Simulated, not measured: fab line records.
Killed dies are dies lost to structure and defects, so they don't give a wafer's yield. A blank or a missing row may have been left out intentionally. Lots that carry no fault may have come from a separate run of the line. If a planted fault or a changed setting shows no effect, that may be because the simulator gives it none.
fab line records ; flow nand_harc
record lots=12; wafers=36; last_day=33
route steps=1302 shown A_STAIRCASE@683 END@1302
lots untouched by any fault: they come from a run of this same line in which no faults occurred
start_h: start of the lot's first displayed wafer, in hours after the record's first day ; wait_h: time in hours since the lot's previous step ; " as in the row above ; L1.1+2: several wafers, shown together as one row ; - value missing, or start not given ; * or withheld: withheld ; < > ~ a bound
route shown NAME@n: NAME is a module with steps in the file, n the number in the route of the first one ; usual: mean and standard deviation over wafers with no fault ; same: alike in all rows ; chamber/n: place in a boat ; sites: per-site readings ; _std_site: standard deviation of those values ; _edge_site: the outer-site mean with the inner-site mean subtracted ; radius_mm: how far each site lies from the wafer's centre ; mask NAME#n: copy n ; behind: the last tool/chamber to shape the wafer ; hold: the reason the lot was held/the length of the hold in hours/how it ended ; device: names the non-switching transistor (n, p or np) ; end of line: tests of these same wafers at the route's end ; a step without rows: its recipe alone ; killed: count of dies lost to structure and defects at first sort (not the wafer's yield) ; map: the dies of a wafer, with x for killed, . for not killed, _ for no die there
set.NAME: the run value of the setting; set.NAME@STEP: its run value at that earlier step ; model.NAME: the simulator's own value behind a step, which no gauge read
a sample of lots followed through the steps of the route, with each step as a table and each wafer as a row
services: from which hour (start_h, from the record's first day; less than 0 if before it) a tool's chamber was out of use, for how many hours, and why
## steps
# step NHARC_A_STAIRCASE_TRIM_26
# recipe time_s=211.2; o2_flow_sccm=500; ar_flow_sccm=0; bias_w=0; chemistry=O2
# usual drypump_motor_current_A=5.9/0.42; oes_product_au=1.003/0.0078; rf_vpp_V=57.5/0.9; showerhead_plenum_p_Torr=3.50/0.15; throttle_valve_pct=17.036/0.0098
# same time_s=211.2
lot.wafer;tool;chamber;start_h;wait_h;drypump_motor_current_A;oes_product_au;rf_hours_counter_h;rf_vpp_V;showerhead_plenum_p_Torr;throttle_valve_pct
L230.3;rie_diel-03;0;-;-;6.1;0.998;23;58.5;3.80;17.040
L230.1;rie_diel-03;2;-;-;6.9;1.004;15;57.8;3.62;17.020
L230.2;rie_diel-03;3;-;-;6.0;1.021;21;57.4;3.65;17.025
L232.1;rie_diel-10;1;-;-;5.9;1.001;40;57.6;3.75;17.035
L232.5;rie_diel-10;2;-;-;6.4;1.001;-;59.4;3.40;17.045
L232.6;rie_diel-10;3;-;-;5.3;0.992;-;57.5;3.57;17.037
L235.1;rie_diel-04;3;-;-;5.7;0.991;15;58.3;3.33;17.026
L235.5;rie_diel-04;2;-;-;6.0;1.005;-;57.6;3.36;17.031
L235.6;rie_diel-04;3;-;-;5.7;0.994;-;56.2;3.33;17.029
L236.1;rie_diel-04;1;-;-;6.4;1.006;20;58.5;3.51;17.038
L236.4;rie_diel-04;3;-;-;5.7;1.000;26;56.2;3.33;17.038
L236.5;rie_diel-04;2;-;-;6.0;1.010;-;56.9;3.35;17.042
L239.2;rie_diel-04;1;-;-;6.4;1.012;32;59.2;3.51;17.043
L239.1;rie_diel-04;3;-;-;5.7;1.010;35;57.3;3.32;17.031
L239.4;rie_diel-04;3;-;-;5.7;1.002;-;57.0;3.32;17.049
L245.1;rie_diel-10;1;-;-;5.8;1.015;27;58.7;3.72;17.033
L245.3;rie_diel-10;2;-;-;6.4;1.020;27;57.6;3.37;17.047
L245.5;rie_diel-10;0;-;-;5.9;1.016;-;57.6;3.53;17.025
L244.3;rie_diel-03;3;-;-;6.1;1.006;14;58.2;3.61;17.049
L244.2;rie_diel-03;1;-;-;5.2;0.980;14;58.5;3.77;17.039
L244.5;rie_diel-03;3;-;-;6.1;1.001;-;57.3;3.62;17.023
L246.4;rie_diel-04;3;-;-;5.7;1.008;57;56.8;3.31;17.030
L246.3;rie_diel-04;0;-;-;5.4;1.010;54;56.3;3.43;17.039
L246.5;rie_diel-04;2;-;-;6.0;0.998;-;56.5;3.34;17.037
L249.4;rie_diel-04;1;-;-;6.3;1.003;6;58.0;3.49;17.031
L249.1;rie_diel-04;2;-;-;6.0;1.002;6;56.7;3.34;17.042
L249.5;rie_diel-04;1;-;-;6.4;1.019;-;58.0;3.49;17.029
L250.3;rie_diel-03;1;-;-;5.2;1.006;31;58.4;3.76;17.041
L250.4;rie_diel-03;3;-;-;6.1;1.011;31;58.2;3.61;17.050
L250.1;rie_diel-03;0;-;-;6.1;0.987;28;57.0;3.75;17.023
L251.3;rie_diel-10;1;-;-;5.8;1.001;42;58.5;3.71;17.051
L251.2;rie_diel-10;2;-;-;6.4;1.000;47;58.4;3.36;17.037
L251.6;rie_diel-10;0;-;-;5.9;1.006;-;58.0;3.52;17.037
L252.4;rie_diel-04;1;-;-;6.4;1.003;11;57.2;3.48;17.035
L252.6;rie_diel-04;2;-;-;6.0;1.009;-;57.5;3.33;17.047
L252.5;rie_diel-04;3;-;-;5.7;1.006;-;56.0;3.30;17.029
# step NHARC_A_STAIRCASE_ETCH_188
# recipe target_depth_a=1000; time_s=40.5; ion_energy_ev=400; c4f8_flow_sccm=20; o2_flow_sccm=10; ar_flow_sccm=withheld; rf_w=600; bias_w=1000; chemistry=C4F8/O2
# usual oes_product_au=0.944/0.014; rf_vpp_V=896/5.5; run_length_s=62.1/0.39
lot.wafer;tool;chamber;start_h;wait_h;oes_product_au;rf_hours_counter_h;rf_vpp_V;run_length_s
L230.1;rie_diel-04;2;345.40;-;0.950;52;888;62.2
L230.3;rie_diel-04;3;345.40;-;0.961;56;887;62.0
L230.2;rie_diel-04;1;345.40;-;0.945;53;897;62.1
L232.1;rie_diel-10;1;377.24;-;0.915;44;904;62.0
L232.5;rie_diel-10;2;377.24;-;0.927;-;891;62.3
L232.6;rie_diel-10;3;377.24;-;0.933;-;898;61.8
L235.1;rie_diel-10;2;396.44;-;0.952;52;891;62.8
L235.6;rie_diel-10;0;396.44;-;0.950;-;896;62.1
L235.5;rie_diel-10;1;396.44;-;0.965;-;903;61.8
L236.1;rie_diel-04;2;425.51;-;0.947;23;889;62.3
L236.4;rie_diel-04;0;425.51;-;0.975;24;893;61.8
L236.5;rie_diel-04;1;425.51;-;0.949;-;895;63.0
L239.2;rie_diel-10;3;455.44;-;0.929;7;896;62.0
L239.1;rie_diel-10;1;455.44;-;0.927;7;904;62.1
L239.4;rie_diel-10;3;455.44;-;0.942;-;896;61.9
L245.1;rie_diel-10;3;512.58;-;0.935;27;895;62.3
L245.3;rie_diel-10;0;512.58;-;0.964;12;895;76.7
L245.5;rie_diel-10;3;512.58;-;0.945;-;898;62.4
L244.3;rie_diel-10;0;513.51;-;0.936;13;897;76.3
L244.2;rie_diel-10;2;513.51;-;0.947;28;889;62.3
L244.5;rie_diel-10;3;513.51;-;0.923;-;896;62.0
L246.4;rie_diel-10;0;516.41;-;0.978;14;895;76.6
L246.3;rie_diel-10;2;516.41;-;0.945;28;891;63.0
L246.5;rie_diel-10;0;516.41;-;0.978;-;894;76.4
L249.1;rie_diel-04;2;556.22;-;0.949;6;889;62.3
L249.4;rie_diel-04;3;556.22;-;0.941;5;889;62.5
L249.5;rie_diel-04;3;556.22;-;0.947;-;886;61.9
L250.3;rie_diel-03;1;556.55;-;0.928;32;903;61.8
L250.1;rie_diel-03;2;556.55;-;0.934;25;898;61.2
L250.4;rie_diel-03;3;556.55;-;0.938;32;899;61.4
L251.3;rie_diel-03;3;559.87;-;0.956;33;899;61.4
L251.2;rie_diel-03;2;559.87;-;0.945;26;900;62.1
L251.6;rie_diel-03;3;559.87;-;0.961;-;898;61.5
L252.4;rie_diel-03;1;582.46;-;0.939;38;905;61.9
L252.6;rie_diel-03;0;582.46;-;0.930;-;904;61.3
L252.5;rie_diel-03;1;582.46;-;0.945;-;905;61.6
# step NHARC_A_STAIRCASE_TRIM_191
# recipe time_s=211.2; o2_flow_sccm=500; ar_flow_sccm=0; bias_w=0; chemistry=O2
# usual drypump_motor_current_A=5.9/0.43; oes_product_au=1.003/0.0081; rf_vpp_V=57.8/0.85; showerhead_plenum_p_Torr=3.52/0.15; throttle_valve_pct=17.036/0.0082
# same time_s=211.2
lot.wafer;tool;chamber;start_h;wait_h;drypump_motor_current_A;oes_product_au;rf_hours_counter_h;rf_vpp_V;showerhead_plenum_p_Torr;throttle_valve_pct
L230.1;rie_diel-04;0;-;-;5.4;1.003;49;56.8;3.46;17.035
L230.3;rie_diel-04;1;-;-;6.4;1.002;54;57.8;3.52;17.020
L230.2;rie_diel-04;3;-;-;5.7;1.003;56;55.9;3.34;17.044
L232.1;rie_diel-10;2;-;-;6.4;1.010;46;56.9;3.40;17.032
L232.5;rie_diel-10;2;-;-;6.4;1.012;-;57.5;3.40;17.031
L232.6;rie_diel-10;3;-;-;5.4;1.003;-;56.4;3.57;17.048
L235.1;rie_diel-10;3;-;-;5.4;1.013;49;58.1;3.56;17.032
L235.6;rie_diel-10;2;-;-;6.4;1.007;-;57.6;3.39;17.042
L235.5;rie_diel-10;3;-;-;5.3;1.016;-;57.8;3.56;17.041
L236.4;rie_diel-04;1;-;-;6.4;1.006;21;57.7;3.51;17.028
L236.1;rie_diel-04;3;-;-;5.7;1.001;26;57.3;3.32;17.026
L236.5;rie_diel-04;1;-;-;6.4;0.998;-;57.1;3.51;17.028
L239.2;rie_diel-10;1;-;-;5.8;0.996;7;57.3;3.73;17.042
L239.1;rie_diel-10;2;-;-;6.4;1.022;7;57.1;3.38;17.027
L239.4;rie_diel-10;1;-;-;5.9;1.012;-;57.8;3.73;17.025
L245.1;rie_diel-10;1;-;-;5.9;1.003;28;56.5;3.72;17.046
L245.3;rie_diel-10;3;-;-;5.4;1.003;28;57.8;3.54;17.032
L245.5;rie_diel-10;1;-;-;5.9;1.003;-;58.6;3.72;17.027
L244.3;rie_diel-10;1;-;-;5.8;1.010;28;57.5;3.72;17.012
L244.2;rie_diel-10;2;-;-;6.4;1.000;28;57.0;3.37;17.041
L244.5;rie_diel-10;3;-;-;5.4;1.007;-;58.7;3.54;17.042
L246.4;rie_diel-10;1;-;-;5.8;1.002;29;57.9;3.72;17.032
L246.3;rie_diel-10;3;-;-;5.3;1.012;29;58.9;3.54;17.033
L246.5;rie_diel-10;2;-;-;6.4;1.006;-;58.3;3.37;17.037
L249.4;rie_diel-04;2;-;-;6.0;1.002;7;57.4;3.34;17.033
L249.1;rie_diel-04;1;-;-;6.4;0.999;7;58.7;3.49;17.042
L249.5;rie_diel-04;2;-;-;6.0;1.000;-;57.3;3.34;17.039
L250.4;rie_diel-03;3;-;-;6.1;1.006;32;59.3;3.60;17.028
L250.1;rie_diel-03;1;-;-;5.2;0.992;32;58.2;3.76;17.030
L250.3;rie_diel-03;2;-;-;6.9;0.992;25;58.9;3.59;17.041
L251.2;rie_diel-03;0;-;-;6.2;0.985;29;58.5;3.75;17.047
L251.3;rie_diel-03;3;-;-;6.0;0.997;33;60.1;3.60;17.032
L251.6;rie_diel-03;1;-;-;5.2;0.981;-;58.5;3.76;17.030
L252.4;rie_diel-03;0;-;-;6.1;0.992;38;57.7;3.75;17.017
L252.6;rie_diel-03;3;-;-;6.1;1.011;-;58.8;3.60;17.040
L252.5;rie_diel-03;0;-;-;6.1;0.995;-;57.2;3.75;17.027
# step NHARC_A_STAIRCASE_ETCH_192
# recipe target_depth_a=1000; time_s=40.5; ion_energy_ev=400; c4f8_flow_sccm=20; o2_flow_sccm=10; ar_flow_sccm=withheld; rf_w=600; bias_w=1000; chemistry=C4F8/O2
# usual oes_product_au=0.944/0.0098; rf_vpp_V=896/5.1; run_length_s=62.1/0.35
# same time_s=40.5
lot.wafer;tool;chamber;start_h;wait_h;oes_product_au;rf_hours_counter_h;rf_vpp_V;run_length_s
L230.3;rie_diel-04;3;-;-;0.960;56;887;62.3
L230.1;rie_diel-04;0;-;-;0.949;49;893;61.9
L230.2;rie_diel-04;1;-;-;0.941;54;895;62.7
L232.1;rie_diel-10;0;-;-;0.942;38;896;61.8
L232.5;rie_diel-10;2;-;-;0.951;-;891;62.6
L232.6;rie_diel-10;3;-;-;0.949;-;898;61.8
L235.1;rie_diel-10;2;-;-;0.949;53;891;62.6
L235.5;rie_diel-10;3;-;-;0.947;-;895;62.0
L235.6;rie_diel-10;0;-;-;0.957;-;896;62.0
L236.4;rie_diel-04;0;-;-;0.947;24;893;62.2
L236.1;rie_diel-04;3;-;-;0.952;26;889;61.9
L236.5;rie_diel-04;1;-;-;0.953;-;895;62.3
L239.1;rie_diel-10;2;-;-;0.953;7;890;62.7
L239.2;rie_diel-10;3;-;-;0.945;7;900;62.3
L239.4;rie_diel-10;3;-;-;0.960;-;896;62.2
L245.3;rie_diel-10;3;-;-;0.954;28;897;61.9
L245.1;rie_diel-10;1;-;-;0.936;28;904;61.8
L245.5;rie_diel-10;3;-;-;0.952;-;897;61.8
L244.2;rie_diel-10;1;-;-;0.942;28;902;62.4
L244.3;rie_diel-10;2;-;-;0.942;28;891;62.2
L244.5;rie_diel-10;3;-;-;0.943;-;897;62.0
L246.3;rie_diel-10;2;-;-;0.938;29;890;62.5
L246.4;rie_diel-10;0;-;-;0.963;14;897;62.0
L246.5;rie_diel-10;2;-;-;0.936;-;892;62.2
L249.1;rie_diel-04;2;-;-;0.945;7;889;62.0
L249.4;rie_diel-04;3;-;-;0.937;5;887;62.2
L249.5;rie_diel-04;1;-;-;0.963;-;895;62.5
L250.3;rie_diel-03;1;-;-;0.946;32;904;61.7
L250.4;rie_diel-03;3;-;-;0.941;32;899;62.0
L250.1;rie_diel-03;0;-;-;0.935;28;903;61.7
L251.3;rie_diel-03;2;-;-;0.949;26;898;61.4
L251.2;rie_diel-03;0;-;-;0.933;29;903;61.7
L251.6;rie_diel-03;2;-;-;0.944;-;898;61.6
L252.4;rie_diel-03;2;-;-;0.935;32;898;61.6
L252.5;rie_diel-03;2;-;-;0.935;-;897;61.5
L252.6;rie_diel-03;3;-;-;0.928;-;898;61.8
# step NHARC_END_SORT_01
# recipe temp_c=25
# usual killed_at_array=63/18; killed_at_other=1.1/1.3; killed_at_periphery=4.3/2.8; killed_dies=68/18; killed_open=3.3/2; killed_short=2.4/1.6
# same gross_dies=677
lot.wafer;tool;chamber;start_h;wait_h;killed_at_array;killed_at_other;killed_at_periphery;killed_dies;killed_open;killed_short
L246.3;prober-01;0;753.96;3.1;45;1;3;49;9;3
L246.4;prober-01;0;754.78;3.4;668;0;9;677;2;4
L246.5;prober-01;0;755.60;3.8;666;1;10;677;3;3
L244.2;prober-01;0;761.02;2.8;77;0;2;79;1;5
L244.3;prober-01;0;761.83;3.1;669;2;6;677;10;2
L244.5;prober-01;0;763.45;3.7;68;1;0;69;1;2
L245.1;prober-01;0;768.13;2.5;40;0;3;43;2;1
L245.3;prober-01;0;769.72;3.1;675;2;0;677;3;1
L245.5;prober-01;0;771.31;3.7;44;1;2;47;3;4
# killed by level:class
L246.3 A_CHANNEL_HOLE_D2:chamber_film_flake=22 A_ONON_D1:geometric_particle:open=5 A_SLIT:chamber_film_flake=4 A_CHANNEL_HOLE_D1:chamber_film_flake=3 P_CONTACT:chamber_film_flake=2 A_CONTACT:chamber_film_flake=2 A_ONON_D1:geometric_particle:short=1 A_CHANNEL_FILL_D1:geometric_particle:short=1
L246.4 A_STAIRCASE:area_etch=625 A_CHANNEL_HOLE_D2:chamber_film_flake=20 A_CONTACT:chamber_film_flake=9 P_CONTACT:chamber_film_flake=7 A_CHANNEL_HOLE_D1:chamber_film_flake=4 A_ONON_D2:geometric_particle:short=2 A_SLIT:chamber_film_flake=2 A_M0:chamber_film_flake=2
L246.5 A_STAIRCASE:area_etch=627 A_CHANNEL_HOLE_D2:chamber_film_flake=18 P_CONTACT:chamber_film_flake=9 A_CHANNEL_HOLE_D1:chamber_film_flake=7 A_CONTACT:chamber_film_flake=4 A_CHANNEL_FILL_D1:chamber_film_flake=2 A_ONON_D1:geometric_particle:open=1 A_CHANNEL_FILL_D1:geometric_particle:open=1
L244.2 A_CHANNEL_HOLE_D1:chamber_film_flake=33 A_SLIT:chamber_film_flake=30 A_CONTACT:chamber_film_flake=5 A_WL_FILL:geometric_particle:short=4 A_STAIRCASE:chamber_film_flake=2 P_M2:geometric_particle:open=1 A_ONON_D1:geometric_particle:short=1 P_GATE:chamber_film_flake=1
L244.3 A_STAIRCASE:area_etch=601 A_CHANNEL_HOLE_D1:chamber_film_flake=31 A_SLIT:chamber_film_flake=20 A_STAIRCASE:chamber_film_flake=5 P_M0:geometric_particle:open=3 A_CONTACT:chamber_film_flake=3 A_WL_FILL:geometric_particle:open=2 A_BLC:geometric_particle:open=2
L244.5 A_CHANNEL_HOLE_D1:chamber_film_flake=33 A_SLIT:chamber_film_flake=26 A_ZERO_WELL:chamber_film_flake=2 A_WL_FILL:chamber_film_flake=2 A_ONON_D1:geometric_particle:short=1 A_CHANNEL_FILL_D1:geometric_particle:short=1 A_WL_FILL:geometric_particle:open=1 A_CHANNEL_FILL_D1:chamber_film_flake=1
L245.1 A_CHANNEL_HOLE_D2:chamber_film_flake=22 A_CONTACT:chamber_film_flake=6 A_CHANNEL_HOLE_D1:chamber_film_flake=5 A_SLIT:chamber_film_flake=3 A_STAIRCASE:chamber_film_flake=2 P_M0:geometric_particle:short=1 A_CHANNEL_FILL_D2:geometric_particle:open=1 A_SGD_CUT:geometric_particle:open=1
L245.3 A_STAIRCASE:area_etch=634 A_CHANNEL_HOLE_D2:chamber_film_flake=21 A_CHANNEL_HOLE_D1:chamber_film_flake=6 A_SLIT:chamber_film_flake=5 A_ZERO_WELL:chamber_film_flake=3 A_CHANNEL_FILL_D1:geometric_particle:open=1 A_CHANNEL_FILL_D1:geometric_particle:short=1 A_CHANNEL_FILL_D2:geometric_particle:open=1
L245.5 A_CHANNEL_HOLE_D2:chamber_film_flake=16 A_CHANNEL_HOLE_D1:chamber_film_flake=11 A_SLIT:chamber_film_flake=4 A_WL_FILL:chamber_film_flake=4 A_CONTACT:chamber_film_flake=2 P_CONTACT:geometric_particle:short=1 P_CONTACT:geometric_particle:open=1 A_SOURCE_PLATE:geometric_particle:short=1
## services
tool;chamber;start_h;hours;kind
rie_diel-10;0;325.02;-;clean
rie_diel-10;1;325.02;-;clean
rie_diel-10;2;325.02;-;clean
rie_diel-10;3;325.02;-;clean
rie_diel-03;2;333.37;8.2;repair
rie_diel-10;0;349.52;-;clean
rie_diel-10;1;349.52;-;clean
rie_diel-10;2;349.52;-;clean
rie_diel-10;3;349.52;-;clean
rie_diel-04;-;355.03;9.0;pm
rie_diel-10;0;374.02;-;clean
rie_diel-10;1;374.02;-;clean
rie_diel-10;1;378.57;7.1;repair
rie_diel-03;2;388.47;3.9;repair
rie_diel-10;0;408.18;57.3;repair
rie_diel-10;-;421.20;9.0;pm
rie_diel-04;3;426.47;1.7;repair
rie_diel-04;2;445.86;34.0;repair
rie_diel-03;-;460.74;9.0;pm
rie_diel-03;0;475.38;9.6;repair
rie_diel-03;2;490.23;16.0;repair
rie_diel-04;0;505.96;4.3;repair
rie_diel-04;2;523.84;18.4;repair
rie_diel-04;-;532.03;9.0;pm
## key
first_sign step=NHARC_A_STAIRCASE_ETCH_188; reading=run_length_s; direction=up; sigmas=37; usual=*; struck=*
effect step=NHARC_END_SORT_01; reading=killed_at_array; direction=up; sigmas=34; usual=63; struck=670
more_kills_born_at NHARC_A_STAIRCASE_ETCH_188@rie_diel-10=2487
met_at NHARC_A_STAIRCASE_ETCH_188
struck_lots L244,L245,L246
struck_wafers L244.3,L245.3,L246.4,L246.5
later_rows_left_out L244.3,L245.3,L246.4,L246.5
tester_left_out L244,L245,L246
not_acting_at NHARC_A_STAIRCASE_TRIM_26,NHARC_A_STAIRCASE_TRIM_191,NHARC_A_STAIRCASE_ETCH_192
onset_between 396.44 512.58
fault kind=process_parameter_drift; tool=rie_diel-10; chamber=0; onset_h=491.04; steps=NHARC_A_STAIRCASE_ETCH_188; channel=time_s; offset=*; shape=step; end_h=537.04; acts_in=*; stated=*
# tester_left_out: of these lots the tester's yield and bins aren't shown, on N5 and GAA mostly nor the transistor test; their killed dies are dies lost to structure and defects alone, not to doping, threshold or leakage, so they don't give the yield
# later_rows_left_out: the simulator's readings of these wafers behind a module that went badly wrong aren't trusted and aren't shown, but for the sort
